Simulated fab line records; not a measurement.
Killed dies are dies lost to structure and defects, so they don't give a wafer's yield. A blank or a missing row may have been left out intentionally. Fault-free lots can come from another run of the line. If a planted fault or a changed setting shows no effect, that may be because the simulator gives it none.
Check of tool commonality -- flow nand-harc -- 1 lot, 1 wafer sampled

== REASON FOR OPENING ==
At NHARC_END_SORT_01 the reading killed-at-periphery is flagged on 1 of 1 lot. Fault-free wafers read 3.9, with a standard deviation of 2.5.
Rule: a lot gets a flag if all its wafers with a number sit over 4 standard deviations from that mean, or if no wafer of it has a number. As for the other lots, they are considered sound.

lot,measured,on,"killed-at-periphery, wafer by wafer",flag
L126,day 30 21:55,prober-02,66,FLAGGED
On average the flagged lots' numbers are 66.0, which is +62.1 against the usual, or +25 standard deviations.

== TOOL THAT RAN EACH LOT ==
5 process steps preceding the reading are held in the record, out of 1302 steps in the route. Read each cell as the tool, then ch plus the chambers that the sampled wafers visited, then the start.
lot,flag,NHARC_P_CONTACT_ETCH_18,NHARC_P_M0_DESCUM_14,NHARC_P_M0_ETCH_34,NHARC_P_M0_STRIP_18,NHARC_P_M0_PVD_20
L126,FLAGGED,"rie-diel-01 ch 0, day 12 02:29","rie-diel-03 ch 3, day 12 09:28","rie-diel-03 ch 2, day 12 09:33","rie-diel-03 ch 3, day 12 09:56","pvd-sputter-02, day 30 21:55 or earlier"
These steps, and what they do:
- NHARC_P_CONTACT_ETCH_18: etches the open film in C4F8/O2/Ar, target depth 481 nm, time 240.5 s.
- NHARC_P_M0_DESCUM_14: chemistry O2, time 3 s.
- NHARC_P_M0_ETCH_34: etches the open film in N2/H2, target depth 40 nm, overetch 12 nm, time 43.94 s.
- NHARC_P_M0_STRIP_18: strips in N2/H2.
- NHARC_P_M0_PVD_20: deposits TaN, target thk 5 nm, time 8.06 s.
- NHARC_END_SORT_01

== FLAGGED OVER TOTAL, TOOL BY TOOL (the gauges that took the reading come last) ==
step,tool,lots run,flagged,share of the flagged lots,sound lots run after its first flagged lot
NHARC_P_CONTACT_ETCH_18,rie-diel-01,1,1,all,0
NHARC_P_M0_DESCUM_14,rie-diel-03,1,1,all,0
NHARC_P_M0_ETCH_34,rie-diel-03,1,1,all,0
NHARC_P_M0_STRIP_18,rie-diel-03,1,1,all,0
NHARC_P_M0_PVD_20,pvd-sputter-02,1,1,all,0
NHARC_END_SORT_01,prober-02,1,1,all,0
NHARC_P_M0_PVD_20 gives no start for some lots, so the hours and the order of its lots are those of NHARC_END_SORT_01.

== WHAT IS ALLOWED BY THE TABLE ==
6 rows of the table ran every flagged lot: rie-diel-01 at NHARC_P_CONTACT_ETCH_18, rie-diel-03 at NHARC_P_M0_DESCUM_14, rie-diel-03 at NHARC_P_M0_ETCH_34, rie-diel-03 at NHARC_P_M0_STRIP_18, pvd-sputter-02 at NHARC_P_M0_PVD_20, prober-02 at NHARC_END_SORT_01.
- rie-diel-01 at NHARC_P_CONTACT_ETCH_18: 1 of its 1 lot flagged. Because this sample shows no sound lot run on it before its first flagged lot, the start cannot be pinned down more closely.
- rie-diel-03 at NHARC_P_M0_DESCUM_14: 1 of its 1 lot flagged. Because this sample shows no sound lot run on it before its first flagged lot, the start cannot be pinned down more closely.
- rie-diel-03 at NHARC_P_M0_ETCH_34: 1 of its 1 lot flagged. Because this sample shows no sound lot run on it before its first flagged lot, the start cannot be pinned down more closely.
- rie-diel-03 at NHARC_P_M0_STRIP_18: 1 of its 1 lot flagged. Because this sample shows no sound lot run on it before its first flagged lot, the start cannot be pinned down more closely.
- pvd-sputter-02 at NHARC_P_M0_PVD_20: 1 of its 1 lot flagged. Because this sample shows no sound lot run on it before its first flagged lot, the start cannot be pinned down more closely.
- prober-02 at NHARC_END_SORT_01: 1 of its 1 lot flagged. Because this sample shows no sound lot run on it before its first flagged lot, the start cannot be pinned down more closely.
Counting lots can't tell these 4 tools apart, because each fits a fault that began at some hour. More lots, or a look at what each step does to the wafer, might.

== WHAT WAS PUT IN BY THE SIMULATOR ==
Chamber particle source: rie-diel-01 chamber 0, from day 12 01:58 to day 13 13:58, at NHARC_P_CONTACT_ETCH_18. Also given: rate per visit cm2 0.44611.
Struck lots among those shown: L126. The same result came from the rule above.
